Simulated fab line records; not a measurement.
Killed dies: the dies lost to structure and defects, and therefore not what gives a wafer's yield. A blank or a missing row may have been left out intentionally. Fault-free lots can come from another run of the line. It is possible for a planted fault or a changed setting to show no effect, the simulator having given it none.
Matching of chambers | flow nand_harc | 4 sister chambers for NHARC_A_STAIRCASE_ETCH_253 on rie_diel-03
The step etches the open film in C4F8/O2, target depth 50 nm, time 20.2 s. 4 wafers are shown with their chamber, then 9 later ones without.

== WAFERS WITH THEIR CHAMBER ==
wafer  | chamber | rf_vpp_V (V)
L086.3 | 2       | 902
L089.1 | 1       | 899
L089.2 | 0       | 894
L089.6 | 3       | 906

== WAFERS WHOSE CHAMBER IS MISSING ==
wafer  | rf_vpp_V (V)
L090.2 | 894
L090.5 | 899
L090.6 | 894
L093.2 | 899
L093.3 | 905
L093.5 | 901
L097.2 | 897
L097.5 | 900
L097.6 | 905

== THE CHAMBER EACH PASSED THROUGH ==
wafer  | from the rows above     | in truth
L090.2 | 0                       | 0
L090.5 | 1                       | 1
L090.6 | 0                       | 0
L093.2 | 1                       | 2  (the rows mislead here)
L093.3 | 3                       | 3
L093.5 | can't be placed: 2 or 1 | 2
L097.2 | can't be placed: 1 or 0 | 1
L097.5 | can't be placed: 1 or 2 | 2
L097.6 | 3                       | 3
Correctly placed: 5 of 9. Unplaceable from these rows: 3, with the true chamber sitting among the candidates in 3. Number placed wrongly: 1.
How it was worked out, from the rows above alone: a wafer's distance from a chamber is the root of the sum, over the readings, of the square of ((its reading less the chamber's mean) divided by the reading's scatter). If the next closest chamber is less than 2 further off than the closest, the wafer can't be placed; otherwise it belongs to the closest. The mean given for a chamber averages the wafers shown for that chamber. The scatter: root of mean squared gap, hidden wafer to nearest shown wafer, with one shown wafer a chamber.
